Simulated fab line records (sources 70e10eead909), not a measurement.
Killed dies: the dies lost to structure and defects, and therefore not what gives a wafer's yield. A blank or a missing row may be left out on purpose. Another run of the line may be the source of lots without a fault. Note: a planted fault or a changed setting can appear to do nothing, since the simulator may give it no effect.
Which tool was responsible? -- flow nand harc -- 12 lots, 36 wafers sampled, at 7 steps of a route of 1302

## WHAT THE GAUGES SHOWED, per wafer
NHARC_P_ZERO_WELL_CD_MEAS_24: the cd target is 720 nm. Usual: cd nm 719.2 nm, standard deviation 2.2.
lot,measured,on,cd nm (nm),flag
L349,day 1 22:50,cd sem-01,720.8 717.4 718.4,
L350,day 2 10:02,cd sem-02,721.8 724.5 720.4,
L352,day 3 04:38,cd sem-01,719.7 720.7 716.3,
L353,day 3 14:37,cd sem-03,720.0 726.4 720.8,
L355,day 4 10:34,cd sem-02,718.2 713.7 719.6,
L356,day 4 20:37,cd sem-03,716.5 719.4 719.6,
L358,day 5 16:34,cd sem-03,719.6 719.0 720.6,
L359,day 6 02:28,cd sem-03,722.6 717.6 720.2,
L360,day 6 12:20,cd sem-02,720.1 720.4 720.2,
L362,day 7 08:28,cd sem-03,719.6 720.0 719.3,
L363,day 7 18:35,cd sem-02,715.8 717.0 719.2,
L367,day 9 10:30,cd sem-03,719.2 717.3 719.4,

NHARC_P_ZERO_WELL_INSPECT_43. Usual: raw defect count 12, standard deviation 5.
lot,measured,on,raw defect count,flag
L349,day 2 03:55,defect inspect-01,10 9 14,
L350,day 2 15:07,defect inspect-01,22 6 8,
L352,day 3 09:38,defect inspect-02,15 10 17,
L353,day 3 20:49,defect inspect-02,9 5 9,
L355,day 4 15:41,defect inspect-01,7 19 20,
L356,day 5 01:35,defect inspect-02,11 7 6,
L358,day 5 21:33,defect inspect-01,9 12 21,
L359,day 6 07:28,defect inspect-02,11 20 10,
L360,day 6 17:18,defect inspect-02,17 19 16,
L362,day 7 15:14,defect inspect-01,12 16 11,
L363,day 7 23:35,defect inspect-02,1157 7 10 1161 8 5,OFF
L367,day 9 15:44,defect inspect-02,15 8 21,

NHARC_P_STI_OVL_MEAS_10. Usual: overlay x nm 0 nm, standard deviation 5.5; overlay y nm 1 nm, standard deviation 5.8.
lot,measured,on,overlay x nm (nm),overlay y nm (nm),flag
L349,day 2 21:29,overlay-02,10 10 10,-4 -5 -4,
L350,day 3 08:22,overlay-02,-13 -12 -13,-1 -1 -1,
L352,day 4 00:53,overlay-01,-6 -7 -7,9 10 9,
L353,day 4 16:13,overlay-01,9 9 10,-10 -10 -10,
L355,day 5 06:29,overlay-02,-3 -3 -3,0 1 0,
L356,day 5 18:08,overlay-02,0 -1 -1,4 4 3,
L358,day 6 14:16,overlay-01,10 10 10,-1 0 0,
L359,day 6 22:12,overlay-02,2 2 2,5 5 5,
L360,day 7 07:49,overlay-01,-5 -4 -5,15 15 15,
L362,day 8 06:04,overlay-02,1 1 1,2 3 2,
L363,day 8 15:10,overlay-02,-5 -4 -5,4 4 5,
L367,day 10 06:33,overlay-02,2 2 2,1 2 2,

NHARC_END_SORT_01. Usual: killed at array 54, standard deviation 17; killed at other 0.7, standard deviation 1; killed at periphery 3.7, standard deviation 2.9; killed dies 58, standard deviation 16; killed open 3.2, standard deviation 1.9; killed short 2.2, standard deviation 1.5.
lot,measured,on,killed at array,killed at other,killed at periphery,killed dies,killed open,killed short,flag
L363,day 30 12:35,prober-01,31 48 44,0 0 0,102 6 5,133 54 49,5 4 8,2 6 2,OFF

## WHICH TOOL RAN EACH LOT (tool, then ch and the chambers of the sampled wafers, then the start)
lot,NHARC_P_ZERO_WELL_STRIP_28,NHARC_P_STI_ETCH_26,NHARC_P_STI_ETCH_42
L349,"wet bench-03 ch 0,5,6, day 1 23:43","wet bench-09 ch 3,5,6, day 2 03:59","rie diel-06 ch 1,2, day 2 21:46"
L350,"wet bench-05 ch 0,2,5, day 2 10:54","wet bench-09 ch 3,4,6, day 2 15:12","rie diel-06 ch 0,3, day 3 08:38"
L352,"wet bench-07 ch 1,2,4, day 3 05:32","wet bench-01 ch 2,3,7, day 3 09:41","rie diel-06 ch 0,1,2, day 4 01:08"
L353,"wet bench-03 ch 1,4,6, day 3 16:35","wet bench-09 ch 0,3,5, day 3 20:52","rie diel-11 ch 0,3, day 4 16:29"
L355,"wet bench-07 ch 0,2,7, day 4 11:28","wet bench-09 ch 0,3,4, day 4 15:44","rie diel-11 ch 0,3, day 5 06:45"
L356,"wet bench-07 ch 1,3,4, day 4 21:29","wet bench-09 ch 1,2,7, day 5 01:39","rie diel-11 ch 0,3, day 5 18:23"
L358,"wet bench-03 ch 3,5,6, day 5 17:28","wet bench-02 ch 1,2,3, day 5 21:37","rie diel-11 ch 0,1,3, day 6 14:31"
L359,"wet bench-07 ch 0,5,6, day 6 03:22","wet bench-02 ch 2,3,4, day 6 07:32","rie diel-10 ch 0,1,2, day 6 22:28"
L360,"wet bench-03 ch 4,5,7, day 6 13:13","wet bench-01 ch 1,4,5, day 6 17:21","rie diel-11 ch 0,3, day 7 08:05"
L362,"wet bench-03 ch 0,3,4, day 7 09:20","wet bench-02 ch 0,2,7, day 7 15:19","rie diel-06 ch 1,3, day 8 06:20"
L363,"wet bench-03 ch 2,5,7, day 7 19:28","wet bench-01 ch 1,3,7, day 8 06:50","rie diel-11 ch 2,3, day 8 18:01"
L367,"wet bench-05 ch 1,2,3, day 9 11:23","wet bench-01 ch 1,3,7, day 9 15:46","rie diel-10 ch 1,2,3, day 10 06:49"
- NHARC_P_ZERO_WELL_STRIP_28: strips in SPM, time 840 s.
- NHARC_P_STI_ETCH_26: etches SiO2 in dHF, target depth 11 nm.
- NHARC_P_STI_ETCH_42: etches the open film in N2/H2, target depth 80 nm, overetch 24 nm, time 61 s.

## WHAT THE TOOLS THEMSELVES READ (means of the sampled wafers that have a number; where no wafer has one, the mark that the record gives instead)
NHARC_P_STI_ETCH_42. Usual: drypump motor current A 5.7 A, standard deviation 0.47; oes product au 0.997 a.u., standard deviation 0.0089; rf vpp V 431.5 V, standard deviation 2.3; showerhead plenum p Torr 2.07 Torr, standard deviation 0.085; throttle valve pct 14.172 %, standard deviation 0.0091.
lot,tool,drypump motor current A (A),oes product au (a.u.),rf vpp V (V),showerhead plenum p Torr (Torr),throttle valve pct (%),flag
L349,rie diel-06,5.9,0.993,430.2,2.02,14.169,
L350,rie diel-06,5.3,1.002,429.5,2.01,14.172,
L352,rie diel-06,5.7,0.986,431.6,2.06,14.171,
L353,rie diel-11,5.5,0.994,432.4,2.14,14.173,
L355,rie diel-11,5.5,1.005,433.1,2.14,14.165,
L356,rie diel-11,5.5,0.998,433.1,2.14,14.173,
L358,rie diel-11,5.6,1.004,432.9,2.10,14.164,
L359,rie diel-10,5.3,0.997,432.1,2.08,14.168,
L360,rie diel-11,5.9,0.996,434.1,2.18,14.175,
L362,rie diel-06,5.5,1.001,428.4,1.97,14.171,
L363,rie diel-11,6.2,0.993,433.1,2.11,14.174,
L367,rie diel-10,5.3,1.005,431.0,2.05,14.179,

## THE ANSWER, worked out from the rows above alone
Rule: lot off if the mean of its wafers having a number is beyond 3 standard deviations from the usual mean. Also off: a lot with no number at a reading for which 4 or more lots have one. All remaining lots with rows at the step are treated as sound. After the gauges, taken in route order, come the tools' own readings; for these a lot's mean is taken, as printed above. The first step at which some lot is off is used, and at that step the reading that is off furthest; a lot without a number counts as furthest.
Off at NHARC_P_ZERO_WELL_INSPECT_43 (raw defect count): L363.
If a tool, at a process step before that reading, ran all the lots that are off and no sound lot after the first of them, it fits. Not tried: the gauges at NHARC_P_ZERO_WELL_INSPECT_43; whatever is off there is also off at NHARC_END_SORT_01, on other tools, and gauge error can't account for it. One fits: wet bench-03 at NHARC_P_ZERO_WELL_STRIP_28. A fault onset in the window from L362 (day 7 09:20, its last sound lot) to L363 (day 7 19:28, its first lot off) fits.

## WHAT THE SIMULATOR HAD INSERTED
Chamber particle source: wet bench-03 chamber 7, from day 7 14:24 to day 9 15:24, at NHARC_P_ZERO_WELL_STRIP_28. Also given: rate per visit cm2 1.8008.
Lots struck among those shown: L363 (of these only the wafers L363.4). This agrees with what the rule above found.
